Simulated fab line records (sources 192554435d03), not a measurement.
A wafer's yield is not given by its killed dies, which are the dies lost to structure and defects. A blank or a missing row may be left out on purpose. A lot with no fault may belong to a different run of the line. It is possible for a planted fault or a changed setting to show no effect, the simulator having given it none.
Split-lot experiment ; flow n5 finfet ; 7 lots, 21 wafers read, on a route of 1938 steps

== ABOUT THE SPLIT ==
At N5_MOL_CONTACT_COAG_COAT_63 (time 60 s, resist thk 10 nm), the setting spin rpm was moved away from the recipe's 1500 rpm on 7 of the 21 wafers read, by -10.2% to +6.1%. This setting was run at the recipe's value on the other wafers.

== FROM THE SPLIT TO THE READING: what the file shows between them, 7 steps ==
- N5_MOL_CONTACT_COAG_COAT_64: time 60 s, resist thk 10 nm
- N5_MOL_CONTACT_COAG_COAT_34: resist thk 40 nm
- N5_MOL_CONTACT_COAG_DESCUM_45: chemistry O2, time 7 s
- N5_MOL_CONTACT_COAG_ETCH_65: etches underlayer in N2/H2, target depth 13 nm, time 10.4 s
- N5_MOL_CONTACT_COAG_ETCH_66: etches SiARC in CF4, target depth 13 nm, time 21.7 s
- N5_MOL_CONTACT_COAG_ALD_133: deposits SiO2, target thk 5 nm, pulse time 1 s, co reactant pulse time 1 s
- N5_MOL_CONTACT_COAG_ETCHBACK_134: etches SiO2 in CHF3, target depth 10 nm, time 6.7 s

== THE READING ==
SiARC_of_MOL_CONTACT_COAG_COAT_63.thk nm (the simulator's own value, which no gauge read), in nm, at N5_MOL_CONTACT_COAG_ETCH_67 (etches SOC in N2/H2, target depth 60 nm, overetch 21 nm, time 101.2 s). The file gives no usual value for it. Here, 14 wafers ran the recipe; their average is 5.8 nm with a standard deviation of 0.13 nm.

wafer;tool, chamber at the split;spin rpm as run, rpm;against the recipe;SiARC_of_MOL_CONTACT_COAG_COAT_63.thk nm, nm;against lot-mates on the recipe
L079.3;litho track-01, 0;1500;recipe;5.8;-
L079.4;litho track-01, 0;1500;recipe;5.8;-
L079.6;litho track-01, 0;1500;recipe;5.8;-
L081.1;litho track-01, 0;1347;-10.2%;6.4;+0.7
L081.2;litho track-01, 0;1500;recipe;5.8;-
L081.4;litho track-01, 0;1500;recipe;5.6;-
L088.1;litho track-05, 0;1500;recipe;5.6;-
L088.3;litho track-05, 0;1592;+6.1%;5.4;-0.4
L088.4;litho track-05, 0;1500;recipe;6;-
L091.2;litho track-05, 0;1580;+5.3%;5.6;+0.0
L091.3;litho track-05, 0;1580;+5.3%;5.4;-0.2
L091.5;litho track-05, 0;1500;recipe;5.6;-
L094.3;litho track-05, 0;1454;-3.1%;6;+0.0
L094.4;litho track-05, 0;1500;recipe;6;-
L094.6;litho track-05, 0;1500;recipe;6;-
L095.2;litho track-04, 0;1356;-9.6%;6.4;+0.6
L095.3;litho track-04, 0;1356;-9.6%;6.2;+0.4
L095.6;litho track-04, 0;1500;recipe;5.8;-
L096.3;litho track-01, 0;1500;recipe;5.8;-
L096.4;litho track-01, 0;1500;recipe;5.8;-
L096.6;litho track-01, 0;1500;recipe;5.8;-

FIT RESULTS
A straight line over all 21 wafers: SiARC_of_MOL_CONTACT_COAG_COAT_63.thk nm changes by -0.0562 nm for each +1% of spin rpm; r = -0.90; the points scatter about the line by 0.12 nm.
The same after taking each lot's own level away (the mean of its wafers on the recipe; 21 wafers): -0.0511 nm for each +1%; r = -0.89; scatter 0.12 nm.
That fit puts the effect of the largest move of spin rpm on the reading at 0.52 nm.
From 5.60 to 6.00 nm: that is the span of the lots' own levels, equal to 3.1 times the standard deviation above.
So the lot-to-lot level changes the slope: the two fits differ.
Check: for one of the wafers moved furthest among these (-10.2%), held out of the fit, the line's prediction against its lot-mates is +0.47 nm. It came out at +0.7 nm against them.

== FURTHER SPLITS ON THESE WAFERS ==
These wafers also went through other splits before the reading. Each is held against what the fit with the lots' levels taken away leaves over:
other split on the same wafers;wafers away from the commonest value;r with SiARC_of_MOL_CONTACT_COAG_COAT_63.thk nm (lot level and that fit taken away)
N5_SD_EPI_P_EPI_21 epi growth time s;5;+0.07
N5_SD_ACTIVATION_LSA_01 temp c;8;-0.31
N5_HKMG_FIN_ETCH_31 bias w;7;-0.31
N5_HKMG_FIN_ETCH_32 bias w;8;-0.23
N5_MOL_CONTACT_COAG_ETCH_105 bias w;5;-0.36

== THE WHOLE CHAIN: every reading that the file lists as answering this split, in the file's order ==
step;what it does;reading;change (the file's fit);r (the file's)
N5_MOL_CONTACT_COAG_COAT_63;time 60 s, resist thk 10 nm;SiARC_of_MOL_CONTACT_COAG_COAT_63.thk nm (the simulator's own value, which no gauge read);-0.0509 nm for each +1% of the setting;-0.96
N5_MOL_CONTACT_COAG_ETCH_66;etches SiARC in CF4, target depth 13 nm, time 21.7 s;etch.depth nm (the simulator's own value, which no gauge read);-0.0512 nm for each +1% of the setting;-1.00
N5_MOL_CONTACT_COAG_ETCH_67;etches SOC in N2/H2, target depth 60 nm, overetch 21 nm, time 101.2 s;SiARC_of_MOL_CONTACT_COAG_COAT_63.thk nm (the simulator's own value, which no gauge read);-0.0549 nm for each +1% of the setting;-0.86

== FILE'S OWN FIT ==
SiARC_of_MOL_CONTACT_COAG_COAT_63.thk nm changes by -0.0549 nm for each +1% of spin rpm, r = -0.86.
